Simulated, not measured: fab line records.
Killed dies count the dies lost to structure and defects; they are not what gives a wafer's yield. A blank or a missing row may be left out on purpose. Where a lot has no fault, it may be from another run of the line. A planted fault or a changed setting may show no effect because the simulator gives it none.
Chamber matching    flow n5Finfet    N5_BEOL_M5_ETCH_62 on rieDiel-04: 4 sister chambers
The step etches SOC in N2/H2, target depth 75 nm, overetch 15 nm, time 112.5 s. 18 wafers are shown with their chamber, then 9 later ones without.

WAFERS WITH THEIR CHAMBER
wafer   chamber  showerheadPlenumPTorr (Torr)  drypumpMotorCurrentA (A)  throttleValvePct (%)
L074.1  0        2.61                          5.8                       18.00
L074.2  3        2.41                          6.5                       17.86
L074.6  2        2.61                          5.8                       17.97
L075.1  0        2.61                          5.8                       18.00
L075.4  2        2.61                          5.8                       18.00
L075.5  3        2.41                          6.5                       17.87
L076.1  2        2.61                          5.8                       17.99
L076.2  3        2.41                          6.5                       17.86
L076.4  1        2.47                          5.7                       17.53
L078.3  3        2.41                          6.5                       17.88
L078.5  1        2.47                          5.7                       17.56
L078.6  3        2.41                          6.5                       17.87
L077.2  2        2.61                          5.7                       18.01
L077.5  1        2.47                          5.7                       17.55
L077.6  2        2.61                          5.8                       17.98
L084.2  2        2.60                          5.8                       18.03
L084.3  0        2.60                          5.8                       18.02
L084.6  1        2.47                          5.7                       17.56

SIGNATURES, as means of the wafers listed above
reading                chamber 0  chamber 1  chamber 2  chamber 3  scatter within a chamber
showerheadPlenumPTorr  2.6067     2.4700     2.6083     2.4100     0.00327
drypumpMotorCurrentA   5.800      5.700      5.783      6.500      0.0244
throttleValvePct       18.0067    17.5500    17.9967    17.8680    0.0158
Rule: for each reading, subtract the chamber's mean from the wafer's reading, divide by that reading's scatter and square the result; add these up over the readings and take the root, which gives the wafer's distance from the chamber. If the next closest chamber is less than 2 further off than the closest, the wafer can't be placed; otherwise it belongs to the closest. The scatter: take each reading less its chamber's mean, square it, sum over the shown wafers, divide by the number of wafers less the number of chambers, and take the root.

WAFERS WITH NO CHAMBER GIVEN
wafer   showerheadPlenumPTorr (Torr)  drypumpMotorCurrentA (A)  throttleValvePct (%)
L088.2  2.46                          5.7                       17.60
L088.3  2.60                          5.8                       17.59
L088.5  2.40                          6.6                       17.89
L091.2  2.46                          5.7                       17.59
L091.4  2.60                          5.8                       17.58
L091.5  2.40                          6.5                       17.91
L094.2  2.60                          5.7                       17.59
L094.3  2.46                          5.7                       17.60
L094.5  2.60                          5.7                       17.57

WHICH CHAMBER EACH WENT THROUGH
wafer   from the rows above      in truth
L088.2  1                        1
L088.3  can't be placed: 2 or 0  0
L088.5  3                        3
L091.2  1                        1
L091.4  can't be placed: 2 or 0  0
L091.5  3                        3
L094.2  can't be placed: 2 or 0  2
L094.3  1                        1
L094.5  can't be placed: 2 or 0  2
Correct placement for 5 of the 9. Unplaceable from these rows: 4, with the true chamber sitting among the candidates in 4. Placed wrongly: 0.
